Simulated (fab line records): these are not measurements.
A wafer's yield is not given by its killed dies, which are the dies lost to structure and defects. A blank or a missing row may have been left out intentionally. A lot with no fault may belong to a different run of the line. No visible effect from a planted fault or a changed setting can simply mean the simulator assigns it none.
Chamber matching ; flow nand-harc ; 4 sister chambers for NHARC_A_CHANNEL_FILL_D2_ALD_02 on ald-hk-01
The step deposits SiO2, target thk 6 nm, pulse time 10 s, ald cycles 60. 8 wafers are shown with their chamber, then 8 later ones without.

## EACH WAFER AND ITS CHAMBER
wafer;chamber;heater-power-outer-w (W);heater-power-w (W)
L086.6;2;232;432
L089.3;1;257;490
L089.4;0;239;464
L089.6;3;261;471
L090.1;1;250;489
L090.3;3;269;467
L090.5;2;227;434
L094.2;0;237;435

## WAFERS WITH NO CHAMBER GIVEN
wafer;heater-power-outer-w (W);heater-power-w (W)
L094.3;231;424
L094.4;242;453
L095.1;233;440
L095.4;238;464
L095.6;242;457
L097.2;234;433
L097.4;239;443
L097.6;239;442

## WHICH CHAMBER EACH ONE RAN IN
wafer;from the rows above;in truth
L094.3;2;2
L094.4;0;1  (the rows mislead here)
L095.1;can't be placed: 2 or 0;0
L095.4;0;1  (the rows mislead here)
L095.6;0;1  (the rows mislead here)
L097.2;can't be placed: 2 or 0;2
L097.4;can't be placed: 0 or 2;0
L097.6;can't be placed: 0 or 2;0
Correctly placed: 1 of 8. These rows do not allow placing 4 (true chamber among the candidates in 4). Number placed wrongly: 3.
How it was worked out, from the rows above alone: a wafer's distance from a chamber is the root of the sum, over the readings, of the square of ((its reading less the chamber's mean) divided by the reading's scatter). The wafer belongs to the nearest chamber; if the next one is less than 2 further off, it can't be placed. A chamber's mean is the mean of its shown wafers. The scatter: take each reading less its chamber's mean, square it, sum over the shown wafers, divide by the number of wafers less the number of chambers, and take the root.
